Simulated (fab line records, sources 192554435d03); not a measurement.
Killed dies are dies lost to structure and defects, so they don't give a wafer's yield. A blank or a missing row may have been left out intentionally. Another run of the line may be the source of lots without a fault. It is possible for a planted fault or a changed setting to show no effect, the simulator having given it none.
Split-lot study    flow n5 finfet    on a route of 1938 steps: 7 lots, 21 wafers read

## SPLIT DETAILS
At N5_BEOL_M0_SAQP_ETCH_106 (etches SOC in N2/H2, stops on SiNx, target depth 150 nm), the setting target depth a was moved away from the recipe's 1500 angstrom on 8 of the 21 wafers read, by -11.0% to +10.1%. This setting was run at the recipe's value on the other wafers.

Between the split and the reading, the file records no step.

## THE READING
SOC_of_BEOL_M0_SAQP_COAT_105.thk nm (the simulator's own value, which no gauge read), in nm, at N5_BEOL_M0_SAQP_ETCH_107 (etches SiNx in CH3F/O2, target depth 30 nm). No usual value for it is given in the file. Average 12.7 nm, standard deviation 1.9 nm, over the 13 wafers here run with the recipe.

wafer   tool, chamber at the split  target depth a as run, angstrom  against the recipe  SOC_of_BEOL_M0_SAQP_COAT_105.thk nm, nm  against lot-mates on the recipe
L074.1  rie diel-05, 2              1335                             -11.0%              23.4                                     +11.2
L074.3  rie diel-05, 0              1500                             recipe              12.2                                     -
L074.6  rie diel-05, 0              1335                             -11.0%              20.4                                     +8.2
L080.1  rie diel-04, 2              1500                             recipe              11                                       -
L080.2  rie diel-04, 3              1500                             recipe              13.8                                     -
L080.6  rie diel-04, 3              1390                             -7.3%               18.8                                     +6.4
L087.2  rie diel-04, 3              1500                             recipe              15                                       -
L087.4  rie diel-04, 2              1615                             +7.7%               6                                        -9.0
L087.5  rie diel-04, 3              1615                             +7.7%               10                                       -5.0
L088.2  rie diel-03, 0              1500                             recipe              13.4                                     -
L088.5  rie diel-03, 0              1500                             recipe              14                                       -
L088.6  rie diel-03, 3              1500                             recipe              10.4                                     -
L090.1  rie diel-03, 3              1500                             recipe              9.6                                      -
L090.3  rie diel-03, 0              1500                             recipe              13.6                                     -
L090.6  rie diel-03, 3              1500                             recipe              10.6                                     -
L093.1  rie diel-03, 1              1591                             +6.1%               9.2                                      -2.2
L093.4  rie diel-03, 2              1500                             recipe              11.4                                     -
L093.6  rie diel-03, 1              1591                             +6.1%               9                                        -2.4
L095.3  rie diel-05, 0              1651                             +10.1%              6.2                                      -8.8
L095.4  rie diel-05, 2              1500                             recipe              16.4                                     -
L095.6  rie diel-05, 3              1500                             recipe              13.6                                     -

FIT RESULTS
A straight line over all 21 wafers: SOC_of_BEOL_M0_SAQP_COAT_105.thk nm changes by -0.733 nm for each +1% of target depth a; r = -0.91; the points scatter about the line by 1.9 nm.
The same after taking each lot's own level away (the mean of its wafers on the recipe; 21 wafers): -0.826 nm for each +1%; r = -0.94; scatter 1.7 nm.
On that fit, the largest move of target depth a shifts the reading by 9.1 nm.
Measured against the standard deviation above, the lots' own levels, which go from 11.27 to 15.00 nm, span 1.9 times it.
So the slope is not independent of the lot-to-lot level: the two fits are not the same.
Check: +8.65 nm against its lot-mates is what the line predicts for one of the wafers moved furthest among these (-11.0%) when that wafer is left out of the fit. It came out at +11.2 nm against them.

## ADDITIONAL SPLITS CARRIED BY THESE WAFERS
Other splits were also applied to these wafers ahead of the reading. Each is held against what the fit with the lots' levels taken away leaves over:
other split on the same wafers         wafers away from the commonest value  r with SOC_of_BEOL_M0_SAQP_COAT_105.thk nm (lot level and that fit taken away)
N5_BEOL_M0_SAQP_SPACER1_ALD_98 temp c  7                                     +0.10

## THE WHOLE CHAIN: every reading that the file lists as answering this split, in the file's order
step                      what it does                                             reading                                                                               change (the file's fit)                r (the file's)
N5_BEOL_M0_SAQP_ETCH_106  etches SOC in N2/H2, stops on SiNx, target depth 150 nm  SOC_of_BEOL_M0_SAQP_COAT_105.thk nm (the simulator's own value, which no gauge read)  -0.825 nm for each +1% of the setting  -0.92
N5_BEOL_M0_SAQP_ETCH_107  etches SiNx in CH3F/O2, target depth 30 nm               SOC_of_BEOL_M0_SAQP_COAT_105.thk nm (the simulator's own value, which no gauge read)  -0.834 nm for each +1% of the setting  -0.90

## FILE'S OWN FIT
SOC_of_BEOL_M0_SAQP_COAT_105.thk nm changes by -0.834 nm for each +1% of target depth a, r = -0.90.
